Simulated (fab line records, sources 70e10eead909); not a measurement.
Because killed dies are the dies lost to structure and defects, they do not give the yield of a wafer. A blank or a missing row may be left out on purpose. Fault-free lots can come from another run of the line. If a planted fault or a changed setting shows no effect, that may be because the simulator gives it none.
3 desks, one fault :: flow nand-harc :: each desk has only its own numbers; what lay behind them comes last

== METROLOGY DESK ==
Means of the sampled wafers that have a number, per lot and without regard to the tool the lot ran on: this is what the gauges read. Any lot whose mean is over 4 standard deviations away from the usual mean is out of limits and marked OUT; that distance is given in the brackets.
Columns: A = cd-nm at NHARC_A_SLIT_CD_MEAS_21, usual 289.5 nm
lot: L322
first seen here: day 22 03:58
A: 290.0

lot: L331
first seen here: day 25 17:07
A: 288.0

lot: L333
first seen here: day 26 07:20
A: 288.9

lot: L338
first seen here: day 29 02:54
A: 289.7

lot: L339
first seen here: day 29 12:50
A: 290.0

lot: L341
first seen here: day 30 08:44
A: 288.7
This desk found nothing out of limits on any of the 6 lots.

== AT THE TOOL OWNER'S DESK: ald-hk-03 ==
The tool's own readings at NHARC_A_WL_FILL_ALD_00 (deposits Al2O3, target thk 3 nm, pulse time 3 s, ald cycles 30): means of the sampled wafers that have a number, for each lot that ran on this tool. Any lot whose mean is over 4 standard deviations away from the usual mean is out of limits and marked OUT; that distance is given in the brackets.
Columns: A = heater-power-outer-w at NHARC_A_WL_FILL_ALD_00, usual 277 W; B = heater-power-w at NHARC_A_WL_FILL_ALD_00, usual 493 W; C = precursor-pulse-height-rel at NHARC_A_WL_FILL_ALD_00, usual 0.999
lot: L331
first seen here: day 25 23:50
A: 241
B: 426
C: 1.008

lot: L333
first seen here: day 26 13:43
A: 251
B: 449
C: 0.993

lot: L339
first seen here: day 29 19:35
A: 280
B: 505
C: 0.993

lot: L341
first seen here: day 30 15:26
A: 248
B: 457
C: 0.996
This desk found nothing out of limits on any of the 4 lots.

== THE DEFECT DESK ==
What the inspections along the route counted, lot by lot: means of the sampled wafers that have a number. Any lot whose mean is over 4 standard deviations away from the usual mean is out of limits and marked OUT; that distance is given in the brackets.
Columns: A = raw-defect-count at NHARC_A_SIN_REMOVE_INSPECT_04, usual 397
lot: L322
first seen here: day 22 10:38
A: 370

lot: L331
first seen here: day 25 23:47
A: 363

lot: L333
first seen here: day 26 13:35
A: 399

lot: L338
first seen here: day 29 09:32
A: 339

lot: L339
first seen here: day 29 19:32
A: 259

lot: L341
first seen here: day 30 15:20
A: 488
This desk found nothing out of limits on any of the 6 lots.

== PUT TOGETHER ==
Metrology desk: nothing out of limits seen.
The tool owner's desk saw nothing out of limits.
The defect desk saw nothing out of limits.

== WHAT THE SIMULATOR HAD PUT IN ==
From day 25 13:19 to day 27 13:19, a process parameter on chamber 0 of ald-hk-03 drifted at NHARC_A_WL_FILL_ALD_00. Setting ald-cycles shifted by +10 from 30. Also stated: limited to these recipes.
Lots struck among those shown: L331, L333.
